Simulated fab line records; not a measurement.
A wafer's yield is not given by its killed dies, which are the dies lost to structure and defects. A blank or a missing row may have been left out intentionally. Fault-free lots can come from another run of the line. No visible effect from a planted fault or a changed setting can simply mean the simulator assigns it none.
Chamber matching -- flow n5-finfet -- 4 sister chambers for N5_ILD0_CMP_07 on cmp-01
The step polishes SiO2 flowable, stops on poly-Si, t overpolish 1.18 s, target thk 138.88 nm. 18 wafers are shown with their chamber, then 9 later ones without.

EACH WAFER AND ITS CHAMBER
wafer,chamber,motor-current-A (A),platen-rpm (rpm)
L074.1,2,13.5,51.82
L074.5,2,12.3,51.81
L074.6,1,10.8,51.77
L076.4,2,13.4,51.77
L076.5,0,13.5,51.75
L076.6,3,12.2,51.79
L080.3,0,12.7,51.75
L080.4,1,11.5,51.80
L080.5,2,13.2,51.76
L081.2,2,13.6,51.80
L081.3,1,11.6,51.74
L081.5,0,13.9,51.82
L084.1,2,13.3,51.76
L084.4,3,12.2,51.68
L084.6,1,12.1,51.84
L088.1,3,11.2,51.71
L088.3,1,12.0,51.85
L088.5,3,11.7,51.83

SIGNATURES (averages over the wafers above)
reading,chamber 0,chamber 1,chamber 2,chamber 3,scatter within a chamber
motor-current-A,13.367,11.600,13.217,11.825,0.507
platen-rpm,51.7733,51.8000,51.7867,51.7525,0.0462
Rule: a wafer lies at a distance from a chamber equal to the root of the sum of squares, over the readings, of (its reading less the chamber's mean, divided by the reading's scatter). If the next closest chamber is less than 2 further off than the closest, the wafer can't be placed; otherwise it belongs to the closest. The scatter: the root of (the sum of the squares of (reading less its chamber's mean) over the shown wafers, divided by (wafers less chambers)).

WAFERS WITHOUT THEIR CHAMBER
wafer,motor-current-A (A),platen-rpm (rpm)
L090.1,13.9,51.79
L090.2,11.4,51.79
L090.6,13.3,51.78
L093.1,13.5,51.80
L093.5,11.5,51.76
L093.6,13.2,51.82
L095.1,11.5,51.76
L095.2,11.6,51.81
L095.4,13.1,51.84

WHICH CHAMBER EACH ONE RAN IN
wafer,from the rows above,in truth
L090.1,can't be placed: 0 or 2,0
L090.2,can't be placed: 1 or 3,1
L090.6,can't be placed: 0 or 2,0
L093.1,can't be placed: 2 or 0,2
L093.5,can't be placed: 3 or 1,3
L093.6,can't be placed: 2 or 0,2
L095.1,can't be placed: 3 or 1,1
L095.2,can't be placed: 1 or 3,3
L095.4,can't be placed: 2 or 0 or 1 or 3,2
Placed correctly: 0 of 9. Not placeable from these rows: 9 (in 9, the candidates include the true chamber). Wrongly placed: 0.
